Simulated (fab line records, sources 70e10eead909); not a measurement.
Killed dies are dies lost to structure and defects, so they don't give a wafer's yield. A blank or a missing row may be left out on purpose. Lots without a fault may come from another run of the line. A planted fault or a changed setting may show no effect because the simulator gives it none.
Chamber matching | flow nand_harc | NHARC_A_BONDPAD_STRIP_16 on wet_bench-08: 8 sister chambers
The step strips in post etch residue remover, time 600 s. 22 wafers are shown with their chamber, then 11 later ones without.

WAFERS WITH THEIR CHAMBER
wafer  | chamber | bath_heat_duty_pct (%) | run_length_s (s) | temp_c (C)
L421.2 | 0       | 14.4                   | 603.0            | 30.18
L421.3 | 2       | 11.1                   | 603.8            | 29.89
L421.5 | 4       | 11.2                   | 604.5            | 29.91
L422.1 | 4       | 11.4                   | 603.9            | 29.90
L422.2 | 6       | 10.6                   | 603.0            | 30.01
L422.4 | 7       | 13.2                   | 603.7            | 30.22
L423.4 | 0       | 15.5                   | 603.9            | 30.06
L423.5 | 3       | 16.5                   | 601.9            | 30.10
L423.6 | 2       | 11.8                   | 604.0            | 29.89
L425.1 | 2       | 9.9                    | 605.2            | 30.04
L425.3 | 7       | 14.4                   | 602.8            | 29.85
L425.5 | 1       | 11.9                   | 604.9            | 29.80
L426.1 | 0       | 14.4                   | 602.8            | 30.10
L426.3 | 1       | 13.4                   | 604.8            | 29.94
L426.5 | 6       | 10.4                   | 603.6            | 30.06
L438.2 | 2       | 12.5                   | 605.4            | 29.90
L438.3 | 5       | 14.0                   | 602.8            | 30.24
L438.4 | 1       | 13.1                   | 605.3            | 30.02
L442.1 | 6       | 9.5                    | 602.3            | 29.79
L442.2 | 4       | 11.7                   | 604.3            | 30.05
L442.3 | 5       | 14.4                   | 603.1            | 29.92
L440.1 | 5       | 14.3                   | 603.5            | 29.99

SIGNATURES (means of the wafers above)
reading            | chamber 0 | chamber 1 | chamber 2 | chamber 3 | chamber 4 | chamber 5 | chamber 6 | chamber 7 | scatter within a chamber
bath_heat_duty_pct | 14.767    | 12.800    | 11.325    | 16.500    | 11.433    | 14.233    | 10.167    | 13.800    | 0.726
run_length_s       | 603.233   | 605.000   | 604.600   | 601.900   | 604.233   | 603.133   | 602.967   | 603.250   | 0.568
temp_c             | 30.1133   | 29.9200   | 29.9300   | 30.1000   | 29.9533   | 30.0500   | 29.9533   | 30.0350   | 0.128
Rule: a wafer's distance from a chamber is the root of the sum, over the readings, of the square of ((its reading less the chamber's mean) divided by the reading's scatter). The wafer belongs to the nearest chamber; if the next one is less than 2 further off, it can't be placed. The scatter: the root of (the sum of the squares of (reading less its chamber's mean) over the shown wafers, divided by (wafers less chambers)).

WAFERS WITHOUT THEIR CHAMBER
wafer  | bath_heat_duty_pct (%) | run_length_s (s) | temp_c (C)
L440.3 | 18.5                   | 602.6            | 30.13
L440.5 | 11.1                   | 603.7            | 30.18
L441.2 | 15.7                   | 602.8            | 30.12
L441.5 | 12.1                   | 602.8            | 30.00
L441.6 | 14.4                   | 604.1            | 29.98
L443.2 | 14.3                   | 603.1            | 30.09
L443.5 | 17.4                   | 602.6            | 30.15
L443.6 | 12.2                   | 603.7            | 30.02
L444.2 | 11.0                   | 604.0            | 29.95
L444.3 | 15.0                   | 603.5            | 29.94
L444.6 | 13.8                   | 605.5            | 29.95

WHICH CHAMBER EACH WENT THROUGH
wafer  | from the rows above                              | in truth
L440.3 | 3                                                | 3
L440.5 | can't be placed: 4 or 2 or 6 or 1 or 7           | 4
L441.2 | can't be placed: 0 or 3 or 5 or 7                | 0
L441.5 | can't be placed: 7 or 6 or 4 or 5 or 2 or 0 or 1 | 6
L441.6 | can't be placed: 7 or 5 or 0 or 1                | 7
L443.2 | can't be placed: 5 or 0 or 7                     | 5
L443.5 | 3                                                | 3
L443.6 | can't be placed: 4 or 2 or 7 or 1 or 5 or 6      | 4
L444.2 | can't be placed: 4 or 2 or 6                     | 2
L444.3 | can't be placed: 0 or 5 or 7                     | 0
L444.6 | 1                                                | 1
Placed correctly: 3 of 11. Can't be placed from these rows: 8 (the true chamber is among the candidates in 8). Placed wrongly: 0.
